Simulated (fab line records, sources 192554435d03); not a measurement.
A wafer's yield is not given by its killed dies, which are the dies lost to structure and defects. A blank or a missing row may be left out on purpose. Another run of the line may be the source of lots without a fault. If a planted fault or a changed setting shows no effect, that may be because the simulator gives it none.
Matching of chambers ; flow n5 finfet ; 3 sister chambers for N5_BEOL_M4_CO_CAP_55 on cvd co-02
The step material Co, precursor CCTBA/H2, target thk 2 nm, time 102.1 s. 19 wafers are shown with their chamber, then 9 later ones without.

## WAFERS WITH THEIR CHAMBER
wafer;chamber;heater power w (W);run length s (s)
L580.1;1;216;124.8
L580.4;2;191;124.4
L580.6;1;215;124.2
L582.2;0;268;124.9
L582.3;1;212;124.4
L582.5;2;189;124.2
L587.1;0;272;124.8
L587.4;2;193;124.2
L587.5;0;258;125.3
L586.2;1;215;124.4
L586.3;0;266;125.6
L586.6;2;193;124.8
L588.1;1;211;124.5
L588.5;1;214;124.5
L588.6;0;268;125.1
L591.3;2;194;124.3
L591.4;0;265;125.3
L591.5;2;200;124.4
L592.1;0;268;125.1

SIGNATURES, as means of the wafers listed above
reading;chamber 0;chamber 1;chamber 2;scatter within a chamber
heater power w;266.43;213.83;193.33;3.53
run length s;125.157;124.467;124.383;0.234
Rule: for each reading, subtract the chamber's mean from the wafer's reading, divide by that reading's scatter and square the result; add these up over the readings and take the root, which gives the wafer's distance from the chamber. The wafer belongs to the nearest chamber; if the next one is less than 2 further off, it can't be placed. How the scatter is found: for the shown wafers, subtract from each reading the mean of its chamber, square and add these, divide the total by (wafers less chambers), then take the root.

## WAFERS WITHOUT THEIR CHAMBER
wafer;heater power w (W);run length s (s)
L592.4;195;124.1
L592.5;216;124.7
L595.3;211;124.3
L595.4;276;125.8
L595.6;274;126.0
L594.1;195;124.5
L594.4;216;124.8
L594.6;193;124.3
L598.2;197;124.6

## WHICH CHAMBER EACH WENT THROUGH
wafer;from the rows above;in truth
L592.4;2;2
L592.5;1;1
L595.3;1;1
L595.4;0;0
L595.6;0;0
L594.1;2;2
L594.4;1;1
L594.6;2;2
L598.2;2;2
Correctly placed: 9 of 9. Not placeable from these rows: 0. 0 placed wrongly.
